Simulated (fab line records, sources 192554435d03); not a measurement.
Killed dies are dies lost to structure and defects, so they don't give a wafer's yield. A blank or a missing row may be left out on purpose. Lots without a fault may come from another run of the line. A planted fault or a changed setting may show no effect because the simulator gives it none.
fab line records | flow n5_finfet
record lots=10 wafers=30 last_day=19
route steps=1938 shown BEOL_M7@1310 BEOL_M8@1332
lots that met no fault: from a run of the same line without faults
start_h: hours from the record's first day to the start of the lot's first wafer shown | wait_h: hours since the lot's step before | " the same as in the row above | L1.1+2: a row that stands for several wafers | - no value, or no start given | * or withheld: withheld | < > ~ a bound
route shown NAME@n: a module of which the file shows steps, and the number in the route of the first | usual: mean/standard deviation of fault-free wafers | same: alike in all rows | chamber/n: place in a boat | sites: the reading at each site | _std_site: their standard deviation | _edge_site: outer sites' mean less inner sites' | radius_mm: how far each site lies from the wafer's centre | mask NAME#n: copy n | behind: the tool/chamber that last shaped the wafer | hold: why the lot was held/for how many hours/how that ended | device: the transistor (n, p or np) that didn't switch | end of line: the same wafers' tests at the end of the route | a step without rows: its recipe alone | killed: dies lost to structure and defects at the first sort, not the wafer's yield | map: a wafer's dies, x killed, . not, _ none there
set.NAME: the setting as run; set.NAME@STEP: as run at that earlier step | model.NAME: the simulator's own value behind a step, which no gauge read
steps of the route over a sample of lots; a table a step, a row a wafer
services: from which hour (start_h, from the record's first day; less than 0 if before it) a tool's chamber was out of use, for how many hours, and why
## steps
# step N5_BEOL_M7_STRIP_80
# recipe chemistry=N2/H2 time_s=10 power_w=450 temp_c=40 pressure_mtorr=20 rf_frequency_hz=6e+07 bias_power_w=7 n2_flow_sccm=200 h2_flow_sccm=200
# usual chamber_pressure_mTorr=19.999/0.019 drypump_motor_current_A=5.5/0.47 n2_flow_sccm=200.0/0.59 oes_product_au=0.82/0.11 rf_vpp_V=59.2/0.83 showerhead_plenum_p_Torr=2.55/0.09 throttle_valve_pct=23.32/0.21
# columns lot.wafer tool chamber start_h wait_h chamber_pressure_mTorr drypump_motor_current_A n2_flow_sccm oes_product_au rf_hours_counter_h rf_vpp_V showerhead_plenum_p_Torr throttle_valve_pct
L646.2 rie_diel-05 1 - - 20.011 5.4 200.1 0.85 65 60.1 2.68 23.05
L646.4 " 1 " " 19.979 5.4 200.9 0.85 - 59.0 2.68 23.06
L646.6 " 3 " " 19.985 4.9 200.1 0.70 - 60.0 2.58 23.26
L647.2 rie_diel-05 1 - - 20.000 5.5 199.9 0.86 66 60.2 2.68 23.06
L647.4 " 1 " " 20.044 5.4 199.1 0.85 - 59.4 2.68 23.08
L647.5 " 0 " " 20.022 5.6 199.5 0.99 - 58.8 2.49 23.38
L648.3 rie_diel-03 3 - - 19.968 5.2 199.4 0.81 71 59.0 2.58 23.59
L648.4 " 3 " " 20.014 5.2 199.2 0.81 - 59.2 2.58 23.59
L648.5 " 1 " " 20.007 6.3 199.5 0.95 - 58.6 2.48 23.05
L650.1 rie_diel-05 1 - - 19.982 5.4 201.1 0.84 74 61.0 2.67 23.10
L650.4 " 0 " " 20.015 5.6 199.8 0.95 14 57.9 2.49 23.36
L650.5 " 2 " " 19.971 5.6 199.7 1.01 - 58.4 2.70 23.33
L649.1 rie_diel-05 2 - - 19.988 5.6 200.9 0.99 5 60.0 2.70 23.32
L649.5 " 1 " " 19.992 5.5 200.3 0.83 - 60.1 2.67 23.10
L649.6 " 2 " " 20.026 5.6 199.8 0.99 - 60.3 2.70 23.32
L664.3 rie_diel-03 1 - - 20.008 6.3 200.2 0.86 41 60.2 2.47 23.12
L664.4 " 0 " " 19.982 5.1 200.8 0.68 - 58.9 2.59 23.46
L664.5 " 1 " " 20.000 6.4 201.8 0.86 - 58.2 2.47 23.12
L662.4 rie_diel-02 2 - - 19.978 5.6 199.5 0.70 237 59.4 2.61 23.59
L662.5 " 3 " " 19.994 6.0 200.3 0.69 - 58.0 2.38 23.25
L662.6 " 0 " " 19.976 5.0 200.0 0.91 - 59.3 2.59 22.96
L663.2 rie_diel-03 3 - - 20.000 5.2 199.2 0.78 105 58.0 2.56 23.63
L663.4 " 1 " " 19.970 6.4 199.1 0.86 - 59.0 2.46 23.13
L663.6 " 0 " " 20.003 5.1 200.2 0.67 - 59.6 2.59 23.48
L667.2 rie_diel-05 2 - - 19.980 5.6 199.9 0.92 31 61.1 2.69 23.36
L667.3 " 0 " " 19.999 5.6 200.0 0.90 42 58.8 2.48 23.41
L667.6 " 0 " " 19.981 5.6 199.6 0.89 - 59.2 2.48 23.43
L668.1 rie_diel-03 3 - - 20.009 5.1 200.5 0.76 109 58.2 2.56 23.64
L668.2 " 1 " " 19.981 6.4 200.0 0.85 49 60.4 2.46 23.13
L668.4 " 3 " " 19.975 5.2 200.4 0.77 - 58.3 2.56 23.64
# step N5_BEOL_M7_CD_MEAS_35
# recipe target_cd_nm=40 polarity=opening
# usual cd_nm=39.9/0.64
# columns lot.wafer tool chamber start_h wait_h cd_nm
L646.2 cd_sem-01 - 219.84 0.0 39.5
L646.4 " - " " 40.4
L646.6 " - " " 39.3
L647.2 cd_sem-01 - 223.12 0.0 38.7
L647.4 " - " " 40.0
L647.5 " - " " 39.8
L648.3 cd_sem-02 - 228.71 0.0 40.5
L648.4 " - " " 39.8
L648.5 " - " " 40.2
L650.1 cd_sem-02 - 244.28 0.0 40.2
L650.4 " - " " 40.6
L650.5 " - " " 41.3
L649.1 cd_sem-03 - 252.23 0.0 40.0
L649.5 " - " " 39.9
L649.6 " - " " 39.2
L664.3 cd_sem-03 - 339.18 0.0 40.8
L664.4 " - " " 39.7
L664.5 " - " " 40.7
L662.4 cd_sem-01 - 340.33 0.0 40.2
L662.5 " - " " 40.2
L662.6 " - " " 40.1
L663.2 cd_sem-03 - 350.24 0.0 40.6
L663.4 " - " " 41.1
L663.6 " - " " 40.5
L667.2 cd_sem-02 - 358.41 0.0 39.3
L667.3 " - " " 38.9
L667.6 " - " " 39.3
L668.1 cd_sem-01 - 360.98 0.0 40.0
L668.2 " - " " 40.9
L668.4 " - " " 39.7
# step N5_BEOL_M8_ILD_DEP_00
# recipe material=SiCOH_lowk target_thk_a=1797.5 temp_c=300 precursor=DEMS/porogen pressure_torr=5 rf_w=500 time_s=33.4
# usual heater_power_w=350/57 showerhead_plenum_p_Torr=5.730/0.013 throttle_valve_pct=13.9/0.77
# columns lot.wafer tool chamber start_h wait_h heater_power_w showerhead_plenum_p_Torr throttle_valve_pct
L646.2 pecvd-01 2 223.74 0.0 372 5.761 12.9
L646.4 " 1 " " 323 5.731 14.3
L646.6 " 0 " " 381 5.720 14.7
L647.2 pecvd-03 0 226.34 0.0 340 5.712 13.4
L647.4 " 0 " " 343 5.737 13.5
L647.5 " 2 " " 430 5.724 13.3
L648.3 pecvd-03 2 231.09 0.0 429 5.731 13.2
L648.4 " 2 " " 429 5.729 13.2
L648.5 " 1 " " 314 5.735 13.3
L650.1 pecvd-03 2 246.67 0.0 450 5.739 13.3
L650.4 " 2 " " 445 5.728 13.6
L650.5 " 2 " " 360 5.728 13.2
L649.1 pecvd-04 0 255.65 0.0 308 5.735 14.2
L649.5 " 0 " " 301 5.727 14.1
L649.6 " 1 " " 250 5.719 15.4
L664.3 pecvd-04 1 342.07 0.0 284 5.726 15.5
L664.4 " 1 " " 284 5.723 15.5
L664.5 " 2 " " 407 5.728 13.0
L662.4 pecvd-03 0 343.17 0.1 352 5.729 13.6
L662.5 " 1 " " 261 5.714 13.4
L662.6 " 2 " " 444 5.725 13.2
L663.2 pecvd-01 0 354.07 0.0 379 5.719 14.7
L663.4 " 2 " " 328 5.754 13.4
L663.6 " 1 " " 356 5.730 14.1
L667.2 pecvd-01 1 361.90 0.0 332 5.737 14.3
L667.3 " 0 " " 363 5.716 14.8
L667.6 " 1 " " 343 5.731 14.2
L668.1 pecvd-04 2 363.66 0.0 462 5.712 13.4
L668.2 " 1 " " 324 5.729 15.5
L668.4 " 1 " " 327 5.730 15.5
# step N5_BEOL_M8_THK_MEAS_01
# recipe reads=SiCOH_lowk_of_BEOL_M8_ILD_DEP_00
# usual M8_ILD_THK=154.9/2
# columns lot.wafer tool chamber start_h wait_h M8_ILD_THK[nm]
L646.2 film_metro-02 - 224.80 0.7 152.4
L646.4 " - " " 157.0
L646.6 " - " " 155.8
L647.2 film_metro-02 - 227.40 0.7 155.6
L647.4 " - " " 157.0
L647.5 " - " " 157.3
L648.3 film_metro-02 - 232.15 0.5 152.9
L648.4 " - " " 155.2
L648.5 " - " " 152.5
L650.1 film_metro-01 - 247.37 0.4 151.9
L650.4 " - " " 154.9
L650.5 " - " " 154.6
L649.1 film_metro-02 - 256.23 0.4 151.6
L649.5 " - " " 153.0
L649.6 " - " " 155.0
L664.3 film_metro-02 - 342.65 0.3 151.9
L664.4 " - " " 154.7
L664.5 " - " " 158.0
L662.4 film_metro-02 - 343.73 0.2 212.6
L662.5 " - " " 155.1
L662.6 " - " " 154.4
L663.2 film_metro-01 - 354.65 0.4 153.8
L663.4 " - " " 155.7
L663.6 " - " " 156.3
L667.2 film_metro-02 - 362.48 0.4 156.6
L667.3 " - " " 156.0
L667.6 " - " " 157.3
L668.1 film_metro-02 - 364.26 0.4 154.2
L668.2 " - " " 150.9
L668.4 " - " " 153.5
# step N5_BEOL_M8_CD_MEAS_11
# recipe target_cd_nm=38.5 landing_energy_ev=500 detector=se_inlens polarity=opening
# usual cd_nm=38.2/0.56
# columns lot.wafer tool chamber start_h wait_h cd_nm
L646.2 cd_sem-01 0 226.22 - 38.7
L646.4 " 0 " " 38.9
L646.6 " 0 " " 38.5
L647.2 cd_sem-02 0 228.00 - 37.7
L647.4 " 0 " " 37.2
L647.5 " 0 " " 37.9
L648.3 cd_sem-03 0 233.97 - 37.4
L648.4 " 0 " " 37.4
L648.5 " 0 " " 37.4
L650.1 cd_sem-01 0 249.22 - 38.8
L650.4 " 0 " " 39.1
L650.5 " 0 " " 39.3
L649.1 cd_sem-01 0 257.37 - 38.8
L649.5 " 0 " " 38.4
L649.6 " 0 " " 38.6
L664.3 cd_sem-03 0 344.09 - 38.7
L664.4 " 0 " " 38.2
L664.5 " 0 " " 39.1
L662.4 cd_sem-01 0 345.52 - 38.9
L662.5 " 0 " " 38.4
L662.6 " 0 " " 37.8
L663.2 cd_sem-01 0 358.05 - 37.6
L663.4 " 0 " " 38.6
L663.6 " 0 " " 38.9
L667.2 cd_sem-03 0 363.39 - 38.1
L667.3 " 0 " " 37.8
L667.6 " 0 " " 37.4
L668.1 cd_sem-01 0 367.94 - 38.6
L668.2 " 0 " " 39.2
L668.4 " 0 " " 39.1
## services
# columns tool chamber start_h hours kind
rie_diel-03 0 202.03 2.2 repair
pecvd-01 - 203.81 0.8 pm
rie_diel-05 2 208.17 - clean
rie_diel-05 2 208.17 - consumable_replace:esc
rie_diel-05 2 208.17 - consumable_replace:focus_ring
rie_diel-05 2 208.17 - consumable_replace:showerhead
rie_diel-05 2 208.17 32.3 scheduled_down
rie_diel-05 2 208.17 32.3 vent_cycle
pecvd-01 - 218.69 0.9 repair
rie_diel-02 1 229.90 7.5 repair
rie_diel-03 - 240.30 14.6 pm
rie_diel-05 3 269.26 - clean
rie_diel-05 3 269.26 - consumable_replace:focus_ring
rie_diel-05 3 269.26 18.0 scheduled_down
rie_diel-05 1 270.40 3.0 repair
rie_diel-02 0 274.42 7.1 repair
pecvd-04 - 288.42 33.3 repair
pecvd-04 - 328.99 0.3 repair
rie_diel-05 1 330.57 3.3 repair
rie_diel-03 2 333.39 19.1 repair
rie_diel-05 - 333.75 0.4 repair
pecvd-04 0 344.54 23.9 repair
pecvd-03 2 344.90 2.2 repair
rie_diel-02 0 350.54 31.6 repair
## key
first_sign step=N5_BEOL_M8_THK_MEAS_01 reading=M8_ILD_THK direction=up sigmas=28 usual=154.9 struck=212.6
effect none on later readings
met_at N5_BEOL_M8_ILD_DEP_00
struck_lots L662
struck_wafers L662.4
not_acting_at N5_BEOL_M7_STRIP_80,N5_BEOL_M7_CD_MEAS_35,N5_BEOL_M8_CD_MEAS_11
onset_between 226.34 343.17
fault kind=process_parameter_drift tool=pecvd-03 chamber=0 onset_h=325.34 steps=N5_BEOL_M8_ILD_DEP_00 channel=time_s offset=* shape=step end_h=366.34 acts_in=* stated=*
